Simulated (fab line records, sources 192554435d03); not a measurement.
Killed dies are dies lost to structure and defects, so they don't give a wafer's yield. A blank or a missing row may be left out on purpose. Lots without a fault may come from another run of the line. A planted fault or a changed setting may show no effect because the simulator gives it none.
Which tool did it? | flow n5_finfet | 9 lots, 27 wafers sampled, at 5 steps of a route of 1938

WHAT THE GAUGES READ, wafer by wafer
N5_BEOL_M4_RC_MEAS_101. Usual: DIBL_N 35.4 mV/V, standard deviation 2.1; DIBL_P 34.8 mV/V, standard deviation 2.6; IOFF_N 0.15 nA/um, standard deviation 0.037; IOFF_P 0.19 nA/um, standard deviation 0.037; ION_N 677 uA/um, standard deviation 16; ION_P 462 uA/um, standard deviation 9.3; SS_N 71.4 mV/dec, standard deviation 0.75; SS_P 72.9 mV/dec, standard deviation 0.77; VT_N 250 mV, standard deviation 3.7; VT_P -251 mV, standard deviation 3.5.
lot  | measured     | on        | DIBL_N (mV/V)  | DIBL_P (mV/V)  | IOFF_N (nA/um) | IOFF_P (nA/um) | ION_N (uA/um) | ION_P (uA/um) | SS_N (mV/dec)  | SS_P (mV/dec)  | VT_N (mV)   | VT_P (mV)      | flag
L345 | day 8 15:54  | prober-02 | 34.8 35.0 33.1 | 32.0 32.7 30.1 | 0.13 0.14 0.11 | 0.19 0.20 0.17 | 679 682 672   | 472 478 470   | 70.9 71.0 70.0 | 72.6 72.5 72.6 | 250 249 253 | -248 -250 -251 |
L346 | day 9 05:58  | prober-01 | 35.3 36.9 31.4 | 35.4 36.0 29.3 | 0.15 0.16 0.09 | 0.19 0.18 0.12 | 690 677 657   | 464 453 449   | 71.8 71.4 70.0 | 73.3 72.7 71.3 | 245 250 256 | -253 -255 -259 |
L348 | day 9 08:56  | prober-02 | 39.0 32.9 37.2 | 37.7 31.1 35.9 | 0.24 0.12 0.20 | 0.23 0.15 0.21 | 679 672 688   | 456 463 465   | 72.0 70.8 72.7 | 74.2 72.4 73.9 | 245 255 245 | -248 -252 -248 |
L352 | day 10 10:04 | prober-01 | 35.4 33.4 37.0 | 34.8 32.0 37.2 | 0.16 0.12 0.20 | 0.21 0.17 0.26 | 662 666 682   | 463 464 465   | 71.6 71.6 73.0 | 72.6 72.0 73.6 | 246 251 245 | -248 -251 -245 |
L354 | day 10 15:20 | prober-01 | 36.0 36.2 37.3 | 34.6 34.6 35.1 | 0.13 0.15 0.15 | 0.21 0.20 0.19 | 649 677 661   | 450 466 450   | 71.0 71.3 71.3 | 73.0 73.2 72.4 | 250 246 249 | -251 -252 -251 |
L362 | day 12 19:44 | prober-01 | 33.2 36.7 34.9 | 32.4 37.0 35.9 | 0.11 0.16 0.14 | 0.15 0.20 0.20 | 670 692 669   | 451 469 463   | 70.2 71.6 70.1 | 72.3 73.0 73.3 | 255 251 251 | -254 -251 -251 |
L363 | day 12 22:39 | prober-01 | 36.2 37.5 37.8 | 36.9 38.8 38.8 | 0.18 0.21 0.20 | 0.22 0.25 0.24 | 694 697 696   | 472 472 471   | 72.3 72.2 72.2 | 72.9 73.3 73.0 | 247 246 245 | -249 -249 -245 |
L367 | day 14 14:02 | prober-02 | 38.0 36.1 36.0 | 40.0 37.1 36.9 | 0.22 0.18 0.17 | 0.26 0.23 0.21 | 710 701 689   | 477 476 467   | 72.6 71.7 71.4 | 73.7 73.3 73.6 | 242 247 246 | -247 -250 -250 |
L366 | day 14 15:19 | prober-01 | 35.5 32.7 35.4 | 35.0 31.9 36.6 | 0.15 0.11 0.16 | 0.23 0.18 0.25 | 676 672 688   | 468 472 474   | 71.7 70.3 71.5 | 73.1 71.7 72.9 | 254 254 249 | -243 -247 -244 |

WHICH TOOL RAN EACH LOT (tool, then ch and the chambers of the sampled wafers, then the start)
lot  | N5_GATE_CUT_STRIP_41               | N5_GATE_CUT_CUT_ETCH_53           | N5_GATE_CUT_VAPOR_ETCH_48         | N5_MOL_CONTACT_COAG_COAT_104
L345 | rie_diel-06 ch 2,3, day 4 20:01    | rie_metal-02 ch 0,1, day 4 20:12  | rie_metal-02 ch 0,1, day 4 20:22  | litho_track-03 ch 0, day 5 02:59
L346 | rie_diel-02 ch 0,2, day 5 05:10    | rie_metal-02 ch 0,1, day 5 05:20  | rie_metal-02 ch 0,1, day 5 05:31  | litho_track-03 ch 0, day 5 10:02
L348 | rie_diel-04 ch 2,3, day 5 20:44    | rie_metal-01 ch 0, day 5 20:54    | rie_metal-01 ch 0, day 5 21:05    | litho_track-05 ch 0, day 5 23:55
L352 | rie_diel-04 ch 1,2,3, day 6 18:48  | rie_metal-02 ch 0, day 6 18:58    | rie_metal-02 ch 0, day 6 19:08    | litho_track-03 ch 0, day 6 22:14
L354 | rie_diel-04 ch 0,1,3, day 7 00:35  | rie_metal-01 ch 0,1, day 7 00:45  | rie_metal-01 ch 0,1, day 7 00:56  | litho_track-04 ch 0, day 7 03:45
L362 | rie_diel-06 ch 0,3, day 9 02:28    | rie_metal-02 ch 0,1, day 9 02:38  | rie_metal-02 ch 0,1, day 9 02:49  | litho_track-03 ch 0, day 9 05:38
L363 | rie_diel-04 ch 1,3, day 9 08:29    | rie_metal-02 ch 0,1, day 9 08:44  | rie_metal-02 ch 0,1, day 9 08:55  | litho_track-03 ch 0, day 9 11:44
L367 | rie_diel-04 ch 0,3, day 10 09:11   | rie_metal-03 ch 0,1, day 10 09:21 | rie_metal-03 ch 0,1, day 10 09:32 | litho_track-04 ch 0, day 10 12:23
L366 | rie_diel-02 ch 0,2,3, day 10 09:42 | rie_metal-01 ch 0,1, day 10 09:52 | rie_metal-01 ch 0,1, day 10 10:03 | litho_track-05 ch 0, day 10 12:56
- N5_GATE_CUT_STRIP_41: strips in CF4.
- N5_GATE_CUT_CUT_ETCH_53: etches W in SF6/Cl2, target depth 79.2 nm.
- N5_GATE_CUT_VAPOR_ETCH_48: etches TiN in BCl3/Cl2.
- N5_MOL_CONTACT_COAG_COAT_104: time 60 s, resist thk 12 nm.

WHAT THE TOOLS THEMSELVES READ (means of the sampled wafers that have a number; where no wafer has one, the mark that the record gives instead)
N5_GATE_CUT_STRIP_41. Usual: drypump_motor_current_A 5.6 A, standard deviation 0.51; oes_product_au 0.175 a.u., standard deviation 0.017; rf_vpp_V 271.1 V, standard deviation 1.3; showerhead_plenum_p_Torr 1.80 Torr, standard deviation 0.045; throttle_valve_pct 13.73 %, standard deviation 0.26.
lot  | tool        | drypump_motor_current_A (A) | oes_product_au (a.u.) | rf_vpp_V (V) | showerhead_plenum_p_Torr (Torr) | throttle_valve_pct (%) | flag
L345 | rie_diel-06 | 4.9                         | 0.161                 | 270.9        | 1.81                            | 13.77                  |
L346 | rie_diel-02 | 5.9                         | 0.174                 | 270.6        | 1.79                            | 13.78                  |
L348 | rie_diel-04 | 5.8                         | 0.162                 | 272.0        | 1.85                            | 13.79                  |
L352 | rie_diel-04 | 5.9                         | 0.171                 | 272.6        | 1.84                            | 13.62                  |
L354 | rie_diel-04 | 5.8                         | 0.171                 | 271.6        | 1.82                            | 13.68                  |
L362 | rie_diel-06 | 5.3                         | 0.182                 | 270.7        | 1.74                            | 13.88                  |
L363 | rie_diel-04 | 5.7                         | 0.170                 | 272.0        | 1.83                            | 13.52                  |
L367 | rie_diel-04 | 5.4                         | 0.180                 | 272.3        | 1.82                            | 13.59                  |
L366 | rie_diel-02 | 5.6                         | 0.167                 | 269.3        | 1.77                            | 13.90                  |

N5_GATE_CUT_CUT_ETCH_53. Usual: drypump_motor_current_A 5.6 A, standard deviation 0.39; etch_rf_on_time_s 25.6 s, standard deviation 1; oes_product_au 0.68 a.u., standard deviation 0.12; throttle_valve_pct 28.8 %, standard deviation 0.3.
lot  | tool         | drypump_motor_current_A (A) | etch_rf_on_time_s (s) | oes_product_au (a.u.) | throttle_valve_pct (%) | flag
L345 | rie_metal-02 | 5.5                         | 25.3                  | 0.78                  | 28.8                   |
L346 | rie_metal-02 | 5.5                         | 25.4                  | 0.76                  | 28.8                   |
L348 | rie_metal-01 | 6.4                         | 27.0                  | 0.53                  | 28.8                   |
L352 | rie_metal-02 | 5.7                         | 27.0                  | 0.57                  | 29.1                   |
L354 | rie_metal-01 | 6.2                         | 26.4                  | 0.60                  | 29.0                   |
L362 | rie_metal-02 | 5.5                         | 25.2                  | 0.74                  | 28.8                   |
L363 | rie_metal-02 | 5.5                         | 25.3                  | 0.75                  | 28.8                   |
L367 | rie_metal-03 | 5.4                         | 25.7                  | 0.60                  | 28.5                   |
L366 | rie_metal-01 | 6.1                         | 25.5                  | 0.77                  | 29.1                   |

N5_GATE_CUT_VAPOR_ETCH_48. Usual: drypump_motor_current_A 5.6 A, standard deviation 0.39; oes_product_au 0.75 a.u., standard deviation 0.13.
lot  | tool         | drypump_motor_current_A (A) | oes_product_au (a.u.) | flag
L345 | rie_metal-02 | 5.5                         | 0.84                  |
L346 | rie_metal-02 | 5.5                         | 0.84                  |
L348 | rie_metal-01 | 6.4                         | 0.58                  |
L352 | rie_metal-02 | 5.7                         | 0.63                  |
L354 | rie_metal-01 | 6.2                         | 0.66                  |
L362 | rie_metal-02 | 5.5                         | 0.81                  |
L363 | rie_metal-02 | 5.5                         | 0.81                  |
L367 | rie_metal-03 | 5.4                         | 0.66                  |
L366 | rie_metal-01 | 6.1                         | 0.85                  |

N5_MOL_CONTACT_COAG_COAT_104. Usual: spin_speed_rpm 1500.2 rpm, standard deviation 0.98.
lot  | tool           | spin_speed_rpm (rpm) | flag
L345 | litho_track-03 | 1501.5               |
L346 | litho_track-03 | 1499.8               |
L348 | litho_track-05 | 1500.1               |
L352 | litho_track-03 | 1500.7               |
L354 | litho_track-04 | 1499.8               |
L362 | litho_track-03 | 1588.7               | OFF
L363 | litho_track-03 | 1589.9               | OFF
L367 | litho_track-04 | 1501.2               |
L366 | litho_track-05 | 1499.2               |

THE ANSWER, worked out from the rows above alone
Rule: a lot is off if the mean of its wafers that have a number lies more than 3 standard deviations from the usual mean. A lot without any number at a reading at which 4 lots or more have one is off too. The other lots that the step has rows for count as sound. The gauges are gone through in route order, then the tools' own readings, and for those a lot's mean is taken as printed above. The first step at which some lot is off is used, and at that step the reading that is off furthest; a lot without a number counts as furthest.
Off: L362, L363, at N5_MOL_CONTACT_COAG_COAT_104 (spin_speed_rpm).
A tool fits if, at that step or a process step before it, it ran every lot that is off, and no sound lot after the first of them. Can't be told from this: 2 tools fit, rie_metal-02 at N5_GATE_CUT_CUT_ETCH_53 and N5_GATE_CUT_VAPOR_ETCH_48, litho_track-03 at N5_MOL_CONTACT_COAG_COAT_104.

WHAT THE SIMULATOR HAD PUT IN
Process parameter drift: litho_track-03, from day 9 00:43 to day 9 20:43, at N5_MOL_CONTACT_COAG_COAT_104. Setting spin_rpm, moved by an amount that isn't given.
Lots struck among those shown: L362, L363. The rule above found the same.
